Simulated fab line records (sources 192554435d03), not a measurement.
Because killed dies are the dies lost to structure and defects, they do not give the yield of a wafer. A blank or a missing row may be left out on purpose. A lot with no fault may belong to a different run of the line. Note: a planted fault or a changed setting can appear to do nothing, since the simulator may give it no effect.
Which tool did it? | flow n5-finfet | 11 lots, 33 wafers sampled, at 5 steps of a route of 1938

WHAT EACH GAUGE READ, for each wafer
N5_BEOL_M5_CD_MEAS_11: the cd target is 27.74 nm.
lot  | measured     | on        | cd-nm (nm)
L584 | day 8 09:19  | cd-sem-03 | 27.76 27.75 27.78
L586 | day 9 02:21  | cd-sem-01 | 28.49 28.03 27.82
L588 | day 9 05:37  | cd-sem-03 | 28.04 28.15 27.98
L589 | day 9 18:13  | cd-sem-03 | 28.36 27.96 27.51
L597 | day 11 15:07 | cd-sem-01 | 27.21 26.05 27.01
L596 | day 11 15:10 | cd-sem-03 | 26.57 26.66 26.84
L598 | day 12 02:22 | cd-sem-02 | 27.32 27.19 27.08
L599 | day 12 15:08 | cd-sem-03 | 28.30 27.99 27.60
L600 | day 12 17:44 | cd-sem-02 | 27.67 27.69 27.99
L603 | day 13 03:45 | cd-sem-03 | 27.96 28.61 28.17
L604 | day 13 22:49 | cd-sem-03 | 27.60 27.84 27.94

N5_BEOL_M5_OVL_MEAS_12.
lot  | measured     | on         | M5_OVL (nm)
L584 | day 8 09:20  | overlay-01 | 0.9 0.0 0.2
L586 | day 9 02:23  | overlay-02 | 0.3 0.0 -0.5
L588 | day 9 05:39  | overlay-02 | 0.6 0.3 0.9
L589 | day 9 18:17  | overlay-02 | 2.0 0.5 0.4
L597 | day 11 15:09 | overlay-01 | 0.6 0.1 0.3
L596 | day 11 15:11 | overlay-02 | -0.1 -1.1 -0.6
L598 | day 12 02:24 | overlay-02 | -0.5 1.2 0.8
L599 | day 12 15:10 | overlay-02 | 0.8 0.4 0.6
L600 | day 12 17:47 | overlay-02 | 0.3 0.0 0.6
L603 | day 13 03:47 | overlay-02 | 0.4 -0.3 1.5
L604 | day 13 22:51 | overlay-01 | -0.1 -0.1 -0.2

WHAT TOOL EACH LOT RAN ON (gives the tool, then ch and the chambers of the sampled wafers, and finally the start)
lot  | N5_BEOL_M4_ANNEAL_51             | N5_BEOL_M5_ILD_DEP_00           | N5_BEOL_M5_EXPOSE_08
L584 | rtp-anneal-02 ch 0, day 8 05:02  | pecvd-04 ch 1,2, day 8 06:58    | euv-scanner-01 ch 0, day 8 09:11
L586 | rtp-anneal-01 ch 0, day 8 23:01  | pecvd-04 ch 1,2, day 9 00:50    | euv-scanner-01 ch 0, day 9 02:14
L588 | rtp-anneal-02 ch 0, day 9 02:16  | pecvd-04 ch 0,1,2, day 9 04:19  | euv-scanner-01 ch 0, day 9 05:29
L589 | rtp-anneal-02 ch 0, day 9 13:13  | pecvd-03 ch 0,1,2, day 9 15:22  | euv-scanner-02 ch 0, day 9 18:06
L597 | rtp-anneal-02 ch 0, day 11 11:23 | pecvd-01 ch 0,1,2, day 11 13:14 | euv-scanner-01 ch 0, day 11 15:00
L596 | rtp-anneal-01 ch 0, day 11 11:26 | pecvd-04 ch 1,2, day 11 13:23   | euv-scanner-01 ch 0, day 11 15:02
L598 | rtp-anneal-02 ch 0, day 11 22:45 | pecvd-01 ch 0,1, day 12 00:53   | euv-scanner-01 ch 0, day 12 02:15
L599 | rtp-anneal-01 ch 0, day 12 11:02 | pecvd-03 ch 0,1,2, day 12 12:58 | euv-scanner-02 ch 0, day 12 15:01
L600 | rtp-anneal-01 ch 0, day 12 14:15 | pecvd-04 ch 0,1, day 12 16:09   | euv-scanner-02 ch 0, day 12 17:37
L603 | rtp-anneal-02 ch 0, day 12 22:35 | pecvd-01 ch 1,2, day 13 00:34   | euv-scanner-02 ch 0, day 13 03:37
L604 | rtp-anneal-02 ch 0, day 13 17:48 | pecvd-01 ch 0,1,2, day 13 19:44 | euv-scanner-02 ch 0, day 13 22:41
- N5_BEOL_M4_ANNEAL_51: time 90 s.
- N5_BEOL_M5_ILD_DEP_00: deposits SiCOH lowk from DEMS/porogen, target thk 140.64 nm, time 25.9 s.
- N5_BEOL_M5_EXPOSE_08: exposes mask M5, target cd 28 nm.

WHAT THE TOOLS THEMSELVES READ (means of the sampled wafers that have a number; where no wafer has one, the mark that the record gives instead)
N5_BEOL_M4_ANNEAL_51.
lot  | tool          | wafer_temp_C_max
L584 | rtp-anneal-02 | 226.43
L586 | rtp-anneal-01 | 226.35
L588 | rtp-anneal-02 | 226.29
L589 | rtp-anneal-02 | 226.33
L597 | rtp-anneal-02 | 226.47
L596 | rtp-anneal-01 | 226.10
L598 | rtp-anneal-02 | 226.42
L599 | rtp-anneal-01 | 226.43
L600 | rtp-anneal-01 | 226.32
L603 | rtp-anneal-02 | 226.18
L604 | rtp-anneal-02 | 226.38

N5_BEOL_M5_ILD_DEP_00.
lot  | tool     | heater-power-w (W) | showerhead-plenum-p-Torr (Torr) | throttle-valve-pct (%)
L584 | pecvd-04 | 296                | 5.750                           | 14.0
L586 | pecvd-04 | 333                | 5.745                           | 14.1
L588 | pecvd-04 | 305                | 5.723                           | 14.3
L589 | pecvd-03 | 288                | 5.725                           | 14.2
L597 | pecvd-01 | 271                | 5.739                           | 13.5
L596 | pecvd-04 | 325                | 5.746                           | 14.1
L598 | pecvd-01 | 256                | 5.751                           | 13.7
L599 | pecvd-03 | 295                | 5.731                           | 14.4
L600 | pecvd-04 | 352                | 5.736                           | 14.7
L603 | pecvd-01 | 251                | 5.736                           | 13.7
L604 | pecvd-01 | 272                | 5.738                           | 13.7

N5_BEOL_M5_EXPOSE_08.
lot  | tool           | exposure-dose-mJ-cm2
L584 | euv-scanner-01 | 35.66
L586 | euv-scanner-01 | 35.65
L588 | euv-scanner-01 | 35.65
L589 | euv-scanner-02 | 35.72
L597 | euv-scanner-01 | 33.95
L596 | euv-scanner-01 | 33.89
L598 | euv-scanner-01 | 34.55
L599 | euv-scanner-02 | 35.75
L600 | euv-scanner-02 | 35.76
L603 | euv-scanner-02 | 35.78
L604 | euv-scanner-02 | 35.70

THE ANSWER, worked out from the rows above alone
Rule: the usual values come from the lots themselves. The widest of any qualifying gaps counts: lots, ordered by their means at a reading, are off when they make up no more than a third of the lots, leave a main group of 4 or more, and stand apart from it by 3 or more times the standard deviation of that group's means. Not used: any main group whose means are identical at the precision the tables above print for the reading. A lot without any number at a reading at which 4 lots or more have one is off too. Where the step has rows for the other lots, those lots are counted as sound. After the gauges, taken in route order, come the tools' own readings; for these a lot's mean is taken, as printed above. At the first step where some lot is off, the reading lying furthest off is the one used; lots without a number count as furthest.
Off at N5_BEOL_M5_CD_MEAS_11 (cd-nm): L597, L596, L598. The main group has a mean of 27.96 nm with a standard deviation of 0.16.
If a tool, at a process step before that reading, ran all the lots that are off and no sound lot after the first of them, it fits. The gauges at N5_BEOL_M5_CD_MEAS_11 aren't tried: what is off there is off at N5_BEOL_M5_EXPOSE_08 too, on other tools, and a gauge's error can't cause that. One fits: N5_BEOL_M5_EXPOSE_08 on euv-scanner-01. A fault onset in the window from L588 (day 9 05:29, its last sound lot) to L597 (day 11 15:00, its first lot off) fits.
The tool's own readings at N5_BEOL_M5_EXPOSE_08 bear it out: on the lots that are off they differ by more than 5 times the standard deviation of the sound lots' means. exposure-dose-mJ-cm2 reads 34.13 there against 35.71 on the sound lots.

WHAT THE SIMULATOR HAD INSERTED
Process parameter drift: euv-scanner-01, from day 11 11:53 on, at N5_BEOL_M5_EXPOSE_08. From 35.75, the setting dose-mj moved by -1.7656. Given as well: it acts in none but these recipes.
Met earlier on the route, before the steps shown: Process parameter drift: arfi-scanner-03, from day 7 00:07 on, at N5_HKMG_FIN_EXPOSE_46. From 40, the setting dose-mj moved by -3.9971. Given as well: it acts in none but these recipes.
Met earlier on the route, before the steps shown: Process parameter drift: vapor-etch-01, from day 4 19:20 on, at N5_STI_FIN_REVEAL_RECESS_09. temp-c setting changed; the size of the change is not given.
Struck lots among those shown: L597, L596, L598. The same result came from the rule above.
